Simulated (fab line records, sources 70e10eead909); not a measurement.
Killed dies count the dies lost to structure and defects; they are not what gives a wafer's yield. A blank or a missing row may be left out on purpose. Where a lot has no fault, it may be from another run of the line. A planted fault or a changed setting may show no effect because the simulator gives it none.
Code-filled problem report in 8D (eight disciplines) form -- flow nand_harc -- the parts of the form that need people (team, actions taken, sign-off) are left out

== 1. WHAT IS WRONG ==
A mean of 103.2 nm is read at NHARC_A_CHANNEL_HOLE_D2_CD_MEAS_10 for cd_nm, taken on 1 wafer of 1 lot, against 100.1 nm (standard deviation 0.52) on wafers free of any fault. Relative to the usual mean, that is a shift of +6.0 standard deviations.
The step: target cd 100 nm.
First observed at day 20 08:30: wafer L136.1, on cd_sem-02. The record holds 36 wafers of 12 lots with a number at this step. The rule behind "out" and "out of limits": a value lying over 4 standard deviations away from the usual mean. The rest of the wafers with a number are treated as sound.

== 2. WHAT IT IS AND WHAT IT IS NOT ==
question,is,is not
which readings at this step,cd_nm,-
which lots,L136,"L118, L119, L120, L123, L124, L125, L126, L127, L128, L130, L137"
which wafers of those lots,L136.1,"L136.4, L136.5"
read on which gauges,cd_sem-02,"cd_sem-01, cd_sem-03"
when,from day 20 08:30,up to then (32 sound wafers); but 3 sound wafers of L137 came after

== 3. SUSPECTS, AND WHAT RULES EACH OUT ==
Counting: any tool at a process step up to the reading remains a suspect provided it ran every lot that is out. Sound lots after the first of them don't rule it out here, since some wafers of a struck lot are sound.
- the gauge at NHARC_A_CHANNEL_HOLE_D2_CD_MEAS_10: kept. All the wafers that are out were read on cd_sem-02, and no step on other tools shows them out.
- arfi_scanner-02 at NHARC_A_CHANNEL_HOLE_D2_EXPOSE_07 (exposes mask HOLE D2, target cd 100 nm): kept. The lot that is out, L136, ran on it at day 20 08:22; the last sound lot it ran before that was L128, at day 17 06:10.
After counting, arfi_scanner-02 at NHARC_A_CHANNEL_HOLE_D2_EXPOSE_07 and cd_sem-02 at NHARC_A_CHANNEL_HOLE_D2_CD_MEAS_10 remain.

== 4. THE CAUSE (what the simulator had put in) ==
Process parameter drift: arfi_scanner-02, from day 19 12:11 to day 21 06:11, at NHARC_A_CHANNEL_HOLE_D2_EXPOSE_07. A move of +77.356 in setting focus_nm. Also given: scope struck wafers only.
Counting leaves 2 suspects; this tool is one of them.

== 5. SEQUENCE OF EFFECTS, ordered by route ==
One row per reading whose mean, taken over the struck wafers that have a number, lies over 3 standard deviations from the usual. Readings are gone through only where the record gives a usual standard deviation; hours: the median, over the lots, of the time from a lot's start at the first step in this table giving one to that lot's start at this step; sigmas: the change measured in usual standard deviations.
hours,step,reading,usual,on struck wafers,change,sigmas
0,NHARC_A_CHANNEL_HOLE_D2_CD_MEAS_10,cd_nm,100.1 nm,103.2,+3.1,+6.0

== 6. HOW IT WOULD HAVE BEEN CAUGHT EARLIER ==
The first out-of-limits reading at a measuring or inspecting step in this record came at day 20 08:30, 20 hours after the fault's start at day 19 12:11.
Lots out: 1; all had begun NHARC_A_CHANNEL_HOLE_D2_EXPOSE_07 on arfi_scanner-02 by day 20 08:30. Holding the tool at that point would not have protected any of them.
